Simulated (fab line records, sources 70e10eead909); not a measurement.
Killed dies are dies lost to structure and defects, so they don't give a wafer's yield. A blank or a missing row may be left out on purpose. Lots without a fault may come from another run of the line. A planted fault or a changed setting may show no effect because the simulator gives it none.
Chamber matching | flow nand_harc | NHARC_A_SLIT_ETCH_24 on rie_diel-12: 4 sister chambers
The step etches the open film in CF4/CHF3, target depth 121 nm, time 60.5 s. 4 wafers are shown with their chamber, then 12 later ones without.

WAFERS WITH THEIR CHAMBER
wafer  | chamber | drypump_motor_current_A (A)
L086.2 | 1       | 4.9
L086.5 | 2       | 5.5
L089.4 | 3       | 5.7
L089.6 | 0       | 4.9

WAFERS WITHOUT THEIR CHAMBER
wafer  | drypump_motor_current_A (A)
L090.1 | 5.7
L090.3 | 4.9
L090.6 | 4.9
L092.3 | 4.9
L092.4 | 5.0
L092.6 | 4.9
L095.1 | 4.9
L095.3 | 5.5
L095.6 | 5.7
L096.1 | 4.9
L096.2 | 4.9
L096.6 | 4.9

WHICH CHAMBER EACH WENT THROUGH
wafer  | from the rows above     | in truth
L090.1 | 3                       | 3
L090.3 | can't be placed: 0 or 1 | 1
L090.6 | can't be placed: 0 or 1 | 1
L092.3 | can't be placed: 0 or 1 | 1
L092.4 | can't be placed: 0 or 1 | 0
L092.6 | can't be placed: 0 or 1 | 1
L095.1 | can't be placed: 0 or 1 | 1
L095.3 | 2                       | 2
L095.6 | 3                       | 3
L096.1 | can't be placed: 0 or 1 | 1
L096.2 | can't be placed: 0 or 1 | 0
L096.6 | can't be placed: 0 or 1 | 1
Placed correctly: 3 of 12. Can't be placed from these rows: 9 (the true chamber is among the candidates in 9). Placed wrongly: 0.
How it was worked out, from the rows above alone: a wafer's distance from a chamber is the root of the sum, over the readings, of the square of ((its reading less the chamber's mean) divided by the reading's scatter). The wafer belongs to the nearest chamber; if the next one is less than 2 further off, it can't be placed. A chamber's mean is the mean of its shown wafers. The scatter: with one shown wafer a chamber, the root of the mean of the squares of how far each hidden wafer lies from its nearest shown one.
